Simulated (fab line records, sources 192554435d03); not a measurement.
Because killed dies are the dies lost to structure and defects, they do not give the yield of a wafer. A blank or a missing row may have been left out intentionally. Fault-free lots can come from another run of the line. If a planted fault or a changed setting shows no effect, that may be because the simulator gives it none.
A struck lot beside a sound one + flow n5_finfet + 37 steps out of a route of 1938
Sound: the wafers L603.1, L603.4, L603.6. Struck: wafer L615.6. (L615.3, L615.5 of the same lot were not struck and are left out.) The cause comes at the end.
At each step with rows: each side's tool, then ch and its chambers, then its first start. Under that, the readings that differ: sound wafers + struck wafers + difference of the means + sigmas: that difference in standard deviations of wafers without a fault.
alike: readings with means less than 2 such deviations apart, plus words and numbers identical on both sides. not compared: withheld readings, readings lacking a value on some wafer, bounds such as >300 that could conceal the same value, and numbers that have no deviation in the record and whose values overlap.
Wherever a step has rows on one side only, a row that says differs or no value, or a row with sigmas, the two part there. Non-overlapping numbers with no deviation appear without sigmas and do not part them. A reading that every wafer of one side lacks parts them only if that side has two wafers or more.

first, 10 steps without rows for these wafers: N5_HKMG_FIN_ALD_72 (deposits W, target thk 2 nm, pulse time 1 s, purge time 2 s); N5_HKMG_FIN_W_FILL_22 (material W, target thk 60 nm, time 18.2 s); N5_HKMG_FIN_PRECLEAN_83 (cleans in DIW, time 57.5 s); N5_HKMG_FIN_SRD_84 (dry time 32 s); N5_HKMG_FIN_CMP_23 (polishes, stops on SiNx, t overpolish 10 s, target thk 46.326 nm); N5_HKMG_FIN_CMP_94 (polishes, stops on SiNx, t overpolish 4.7 s, target thk 43.299 nm); N5_GATE_CUT_ETCHBACK_00 (etches W in SF6/Cl2); N5_GATE_CUT_ETCH_56 (etches TiN in Cl2/Ar, target depth 21.6 nm); N5_GATE_CUT_ETCHBACK_30 (etches TiN in Cl2/Ar, target depth 3 nm); N5_GATE_CUT_VAPOR_ETCH_60 (etches HfO2 in BCl3/Cl2).
N5_GATE_CUT_ETCH_58: etches SiNx in CH3F/O2, target depth 17 nm, time 128.6 s.
  sound on rie_diel-06 ch 0,2,3, day 5 00:04; struck on rie_diel-06 ch 0, day 8 00:31
  alike: drypump_motor_current_A, mfc_ar_sccm, oes_product_au, rf_vpp_V, showerhead_plenum_p_Torr, throttle_valve_pct
  not compared: rf_hours_counter_h
then, 25 steps without rows for these wafers: N5_GATE_CUT_STRIP_59 (strips in N2/H2, time 20 s); N5_GATE_CUT_PRECLEAN_31 (cleans in DIW, time 300 s); N5_GATE_CUT_SRD_32 (time 30 s); N5_GATE_CUT_SAC_CAP_01 (material SiNx, target thk 24 nm, pulse time 1 s, ald cycles 480); N5_GATE_CUT_PECVD_57 (deposits SiNx from SiH4/NH3/N2, target thk 21 nm); N5_GATE_CUT_CMP_02 (polishes, stops on SiO2, t overpolish 12.7 s, target thk 0 nm); N5_GATE_CUT_HM_DEP_46 (deposits SiO2 from TEOS/O2, target thk 130 nm, time 26.6 s); N5_GATE_CUT_COAT_34 (time 60 s, resist thk 60 nm); N5_GATE_CUT_COAT_35 (time 60 s, resist thk 10 nm); N5_GATE_CUT_COAT_27 (time 60 s, resist thk 10 nm); N5_GATE_CUT_COAT_07 (resist thk 30 nm); N5_GATE_CUT_EBR_09; N5_GATE_CUT_SOFTBAKE_08 (time 60 s); N5_GATE_CUT_EXPOSE_10 (exposes mask GATE CUT, target cd 20 nm); N5_GATE_CUT_PEB_11 (peb time 60 s); N5_GATE_CUT_DEVELOP_12 (develop time 30 s); N5_GATE_CUT_DESCUM_18 (chemistry O2, time 7 s); N5_GATE_CUT_ETCH_28 (etches underlayer in N2/H2, target depth 13 nm, time 10.4 s); N5_GATE_CUT_ETCH_36 (etches SiARC in CF4, target depth 13 nm, time 21.7 s); N5_GATE_CUT_ETCH_37 (etches SOC in N2/H2, target depth 60 nm, overetch 12 nm, time 90 s); N5_GATE_CUT_STRIP_38 (strips in N2/H2); N5_GATE_CUT_STRIP_39 (strips in N2/H2); N5_GATE_CUT_HM_OPEN_40 (chemistry C4F6/O2, target SiO2, target depth 139 nm, time 85.1 s); N5_GATE_CUT_STRIP_41 (strips in CF4); N5_GATE_CUT_STRIP_42 (strips in O2).
-- here the record skips 12 days between the struck wafers' starts before and after, leaving off in module GATE_CUT and picking up in module PASSIVATION (first step shown: number 1936 of the route) --
N5_PASSIVATION_PROBE_49:
  rows exist in the record for the struck wafers here (prober-02, day 20 11:51), but not for the sound ones

## WHERE THEY PART
At N5_PASSIVATION_PROBE_49 and nowhere else, as far as this record goes.

WHY: what the simulator had put in
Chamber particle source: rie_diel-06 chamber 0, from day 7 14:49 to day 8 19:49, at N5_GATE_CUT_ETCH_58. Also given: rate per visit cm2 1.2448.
